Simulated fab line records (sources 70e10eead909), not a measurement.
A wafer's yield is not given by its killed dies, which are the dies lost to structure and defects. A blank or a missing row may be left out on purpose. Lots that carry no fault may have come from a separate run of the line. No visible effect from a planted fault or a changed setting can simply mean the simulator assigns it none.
What tool caused it?    flow nandHarc    24 lots with 72 wafers sampled at 3 steps, on a route of 1159 steps

WHAT THE GAUGES SHOWED, per wafer
NHARC_P_M0_CD_MEAS_09: target cd 90 nm. Usual: cdNm reads 89.7 nm (standard deviation 0.56).
lot   measured      on        cdNm (nm)       flag
L074  day 5 22:47   cdSem-02  88.7 89.8 89.1  
L076  day 6 05:33   cdSem-03  89.4 89.3 89.8  
L075  day 6 08:59   cdSem-03  89.2 89.0 89.7  
L077  day 6 10:11   cdSem-03  91.0 89.6 90.9  
L078  day 7 00:00   cdSem-02  90.0 90.0 88.6  
L079  day 7 00:40   cdSem-01  89.6 89.4 89.5  
L080  day 7 01:43   cdSem-02  90.4 89.8 89.9  
L081  day 7 09:57   cdSem-02  90.6 90.3 89.9  
L082  day 7 18:23   cdSem-02  89.4 89.5 90.0  
L083  day 8 00:57   cdSem-02  90.0 89.9 90.0  
L085  day 8 09:59   cdSem-03  89.0 89.6 88.6  
L084  day 8 10:18   cdSem-02  91.4 90.1 90.8  
L086  day 8 23:53   cdSem-03  89.5 90.2 89.6  
L087  day 9 00:59   cdSem-03  89.4 89.9 90.0  
L088  day 9 20:42   cdSem-02  89.8 90.1 89.8  
L089  day 9 22:45   cdSem-03  89.9 89.8 89.4  
L091  day 10 01:49  cdSem-03  89.6 89.2 89.0  
L090  day 10 02:33  cdSem-02  90.2 90.0 89.3  
L092  day 10 05:46  cdSem-01  89.1 89.0 89.7  
L093  day 10 07:59  cdSem-03  89.5 89.5 88.5  
L094  day 10 19:30  cdSem-01  90.2 90.0 89.2  
L095  day 11 06:46  cdSem-02  90.0 89.9 89.6  
L096  day 11 07:37  cdSem-03  89.4 90.1 89.5  
L097  day 11 12:31  cdSem-02  89.4 89.4 89.6  

TOOL THAT RAN EACH LOT (tool first, then ch and the chambers of the sampled wafers, then the start)
lot   NHARC_P_CONTACT_DESCUM_17          NHARC_P_CONTACT_CMP_24
L074  rieDiel-04 ch 1,2,3, day 5 15:20   cmp-04 ch 1,2,3, day 5 21:29
L076  rieDiel-10 ch 1,2,3, day 5 20:40   cmp-04 ch 0,1,2, day 6 04:06
L075  rieDiel-07 ch 1,2, day 5 20:56     cmp-01 ch 0,1,3, day 6 07:43
L077  rieDiel-07 ch 1,2,3, day 5 21:56   cmp-01 ch 0,2,3, day 6 08:55
L078  rieDiel-04 ch 0,2, day 6 15:35     cmp-01 ch 0,3, day 6 22:50
L079  rieDiel-04 ch 0,3, day 6 16:05     cmp-01 ch 1,2, day 6 23:21
L080  rieDiel-04 ch 2,3, day 6 21:35     cmp-01 ch 0,1,2, day 7 00:25
L081  rieDiel-10 ch 1,2,3, day 7 05:54   cmp-02 ch 0,1, day 7 08:38
L082  rieDiel-10 ch 0,1,3, day 7 12:42   cmp-01 ch 1,2,3, day 7 17:04
L083  rieDiel-04 ch 2,3, day 7 20:52     cmp-04 ch 0,1,2, day 7 23:43
L085  rieDiel-04 ch 0,1, day 8 01:00     cmp-04 ch 0,3, day 8 08:47
L084  rieDiel-10 ch 0,1,3, day 8 01:48   cmp-02 ch 0,3, day 8 09:01
L086  rieDiel-10 ch 0,2,3, day 8 19:53   cmp-04 ch 0,1,2, day 8 22:33
L087  rieDiel-10 ch 0,3, day 8 20:59     cmp-02 ch 2,3, day 8 23:42
L088  rieDiel-04 ch 0,1,2, day 9 10:04   cmp-04 ch 2,3, day 9 19:25
L089  rieDiel-04 ch 1,2, day 9 10:29     cmp-02 ch 0,1,2, day 9 21:28
L091  rieDiel-04 ch 0,1,2, day 9 21:46   cmp-04 ch 0,1,3, day 10 00:30
L090  rieDiel-10 ch 0,1,2, day 9 22:32   cmp-01 ch 0,1,2, day 10 01:18
L092  rieDiel-04 ch 0,1,2, day 10 01:45  cmp-01 ch 0,1,3, day 10 04:26
L093  rieDiel-10 ch 1,2, day 10 03:59    cmp-02 ch 0,3, day 10 06:39
L094  rieDiel-10 ch 0,1,2, day 10 13:35  cmp-04 ch 0,1,2, day 10 18:13
L095  rieDiel-04 ch 1,2, day 10 23:38    cmp-02 ch 2,3, day 11 05:27
L096  rieDiel-04 ch 0,3, day 11 03:01    cmp-04 ch 2,3, day 11 06:26
L097  rieDiel-10 ch 0,1,2, day 11 03:57  cmp-02 ch 0,1,2, day 11 11:14
- NHARC_P_CONTACT_DESCUM_17: chemistry O2, time 3 s.
- NHARC_P_CONTACT_CMP_24: polishes, t overpolish 30 s, target thk 200 nm.

AS READ BY THE TOOLS THEMSELVES (means over the sampled wafers that have a number; for cases with no such wafer, the mark the record gives instead)
NHARC_P_CONTACT_DESCUM_17. Usual: drypumpMotorCurrentA 5.8 A, standard deviation 0.44; oesProductAu 1.003 a.u., standard deviation 0.01; rfVppV 58.0 V, standard deviation 0.83; showerheadPlenumPTorr 1.94 Torr, standard deviation 0.069; throttleValvePct 11.311 %, standard deviation 0.0093.
lot   tool        drypumpMotorCurrentA (A)  oesProductAu (a.u.)  rfVppV (V)  showerheadPlenumPTorr (Torr)  throttleValvePct (%)  flag
L074  rieDiel-04  5.9                       0.993                58.5        2.02                          11.318                
L076  rieDiel-10  5.9                       0.998                57.9        1.89                          11.314                
L075  rieDiel-07  6.3                       0.983                57.9        1.90                          11.304                
L077  rieDiel-07  6.0                       0.994                58.4        1.92                          11.303                
L078  rieDiel-04  5.3                       1.011                58.8        2.01                          11.314                
L079  rieDiel-04  5.7                       1.003                58.0        1.99                          11.309                
L080  rieDiel-04  6.0                       1.000                57.9        2.01                          11.316                
L081  rieDiel-10  5.9                       0.995                58.5        1.89                          11.307                
L082  rieDiel-10  6.0                       1.005                57.2        1.87                          11.312                
L083  rieDiel-04  6.0                       1.011                58.6        2.01                          11.319                
L085  rieDiel-04  5.2                       1.009                58.0        1.98                          11.310                
L084  rieDiel-10  6.0                       1.001                58.5        1.87                          11.319                
L086  rieDiel-10  5.8                       0.997                57.1        1.87                          11.311                
L087  rieDiel-10  5.9                       1.006                58.2        1.85                          11.314                
L088  rieDiel-04  5.4                       1.010                58.2        2.01                          11.309                
L089  rieDiel-04  5.7                       1.005                59.1        2.03                          11.305                
L091  rieDiel-04  5.4                       1.010                58.4        2.00                          11.307                
L090  rieDiel-10  5.8                       1.000                56.8        1.89                          11.309                
L092  rieDiel-04  5.5                       1.012                58.8        2.00                          11.312                
L093  rieDiel-10  5.7                       0.981                57.8        1.91                          11.320                
L094  rieDiel-10  5.8                       1.003                57.4        1.89                          11.310                
L095  rieDiel-04  5.7                       1.007                57.9        2.03                          11.308                
L096  rieDiel-04  5.3                       1.004                57.9        1.97                          11.308                
L097  rieDiel-10  5.8                       1.000                58.9        1.89                          11.307                

NHARC_P_CONTACT_CMP_24. Usual: motorCurrentA 12.1 A, standard deviation 1.1; overpolishRunS 30.000 s, standard deviation 0.008; padLifeWafers 196, standard deviation 140; timeToEndpointS 41 s, standard deviation 3.3.
lot   tool    motorCurrentA (A)  overpolishRunS (s)  padLifeWafers  timeToEndpointS (s)  flag
L074  cmp-04  11.3               30.002              50             42                   
L076  cmp-04  10.7               29.996              80             41                   
L075  cmp-01  12.0               29.999              86             39                   
L077  cmp-01  12.3               29.995              104            40                   
L078  cmp-01  11.4               29.998              194            40                   
L079  cmp-01  13.5               30.004              198            35                   
L080  cmp-01  12.6               30.002              211            37                   
L081  cmp-02  13.0               29.996              109            41                   
L082  cmp-01  13.0               30.004              326            38                   
L083  cmp-04  10.5               29.993              315            43                   
L085  cmp-04  12.0               30.003              366            44                   
L084  cmp-02  12.3               29.998              223            44                   
L086  cmp-04  10.9               29.997              440            43                   
L087  cmp-02  12.4               29.997              301            44                   
L088  cmp-04  12.0               29.997              19             40                   
L089  cmp-02  12.8               30.000              440            41                   
L091  cmp-04  11.2               30.002              49             42                   
L090  cmp-01  12.5               30.004              20             39                   
L092  cmp-01  12.2               29.997              37             38                   
L093  cmp-02  12.4               30.002              500            42                   
L094  cmp-04  10.8               29.999              176            39                   
L095  cmp-02  12.5               30.010              102            42                   
L096  cmp-04  12.0               30.001              222            39                   
L097  cmp-02  12.6               29.997              134            44                   

THE ANSWER, worked out from the rows above alone
Rule: a lot counts as off when the mean over its wafers that have a number is more than 3 standard deviations away from the usual mean. A lot without any number at a reading at which 4 lots or more have one is off too. All remaining lots with rows at the step are treated as sound. First the gauges in route order, then the tools' own readings, where a lot's mean is used as printed above. At the first step where some lot is off, the reading lying furthest off is the one used; lots without a number count as furthest.
None of the lots is off at any reading shown; this tells nothing.

WHAT WAS PUT IN BY THE SIMULATOR
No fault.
